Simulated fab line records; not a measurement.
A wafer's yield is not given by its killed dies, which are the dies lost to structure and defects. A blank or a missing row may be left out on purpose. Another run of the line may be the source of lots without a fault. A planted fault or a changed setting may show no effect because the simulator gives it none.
Matching of chambers / flow nand_harc / NHARC_A_CHANNEL_FILL_D2_CMP_10 on cmp-02 has 4 sister chambers
The step polishes, target thk 150 nm. 4 wafers are shown with their chamber, then 10 later ones without.

## WAFERS, EACH WITH ITS CHAMBER
wafer=L088.3; chamber=0; motor_current_A (A)=10.9
wafer=L089.4; chamber=1; motor_current_A (A)=13.4
wafer=L091.1; chamber=2; motor_current_A (A)=10.7
wafer=L091.3; chamber=3; motor_current_A (A)=12.0

## WAFERS WHOSE CHAMBER IS MISSING
wafer=L091.5; motor_current_A (A)=11.6
wafer=L094.1; motor_current_A (A)=11.4
wafer=L094.5; motor_current_A (A)=10.6
wafer=L094.6; motor_current_A (A)=12.4
wafer=L094.2; motor_current_A (A)=11.8
wafer=L094.3; motor_current_A (A)=13.3
wafer=L094.4; motor_current_A (A)=11.7
wafer=L097.3; motor_current_A (A)=14.1
wafer=L097.4; motor_current_A (A)=12.1
wafer=L097.5; motor_current_A (A)=11.3

## CHAMBER TAKEN BY EACH
wafer=L091.5; from the rows above=can't be placed: 3 or 0 or 2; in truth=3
wafer=L094.1; from the rows above=can't be placed: 0 or 3 or 2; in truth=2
wafer=L094.5; from the rows above=can't be placed: 2 or 0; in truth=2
wafer=L094.6; from the rows above=can't be placed: 3 or 1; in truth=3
wafer=L094.2; from the rows above=can't be placed: 3 or 0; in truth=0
wafer=L094.3; from the rows above=1; in truth=1
wafer=L094.4; from the rows above=can't be placed: 3 or 0 or 2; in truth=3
wafer=L097.3; from the rows above=1; in truth=1
wafer=L097.4; from the rows above=3; in truth=3
wafer=L097.5; from the rows above=can't be placed: 0 or 2 or 3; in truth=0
Placed correctly: 3 of 10. Cannot be placed on the basis of these rows: 7; the candidates contain the true chamber in 7. Wrongly placed: 0.
How it was worked out, from the rows above alone: a wafer's distance from a chamber is the root of the sum, over the readings, of the square of ((its reading less the chamber's mean) divided by the reading's scatter). The wafer belongs to the nearest chamber; if the next one is less than 2 further off, it can't be placed. The mean given for a chamber averages the wafers shown for that chamber. The scatter (one wafer shown for each chamber): square how far every hidden wafer sits from the nearest shown wafer, average those squares and take the square root.
